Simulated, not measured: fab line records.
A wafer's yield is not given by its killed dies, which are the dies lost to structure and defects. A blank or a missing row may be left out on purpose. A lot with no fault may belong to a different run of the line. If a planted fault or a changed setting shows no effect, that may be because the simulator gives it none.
Which tool did it? ; flow nand-harc ; 6 lots, 18 wafers sampled, at 1 step of a route of 1159

## WHAT THE GAUGES SHOWED, per wafer
NHARC_A_CONTACT_CD_MEAS_08: target cd 100 nm.
lot;measured;on;cd-nm (nm)
L296;day 17 11:01;cd-sem-01;100.3 99.6 100.1
L302;day 18 15:08;cd-sem-01;100.8 100.2 100.4
L305;day 19 10:02;cd-sem-01;99.5 100.0 99.4
L308;day 20 21:53;cd-sem-02;100.6 99.8 100.2
L311;day 21 11:58;cd-sem-03;100.0 100.4 100.3
L316;day 22 00:57;cd-sem-02;99.8 99.4 99.5

## WHICH TOOL RAN EACH LOT (tool, then ch and the chambers of the sampled wafers, then the start)
No process step before these readings appears in the record.

## THE ANSWER, worked out from the rows above alone
Rule: usual is defined by the lots themselves. The widest of any qualifying gaps counts: lots, ordered by their means at a reading, are off when they make up no more than a third of the lots, leave a main group of 4 or more, and stand apart from it by 3 or more times the standard deviation of that group's means. If all means in a main group match to the digits the tables above print for the reading, that group is not used. A lot without any number at a reading at which 4 lots or more have one is off too. All remaining lots with rows at the step are treated as sound.
Across all readings shown, no lot is off: no conclusion can be drawn from this.

## WHAT THE SIMULATOR HAD INSERTED
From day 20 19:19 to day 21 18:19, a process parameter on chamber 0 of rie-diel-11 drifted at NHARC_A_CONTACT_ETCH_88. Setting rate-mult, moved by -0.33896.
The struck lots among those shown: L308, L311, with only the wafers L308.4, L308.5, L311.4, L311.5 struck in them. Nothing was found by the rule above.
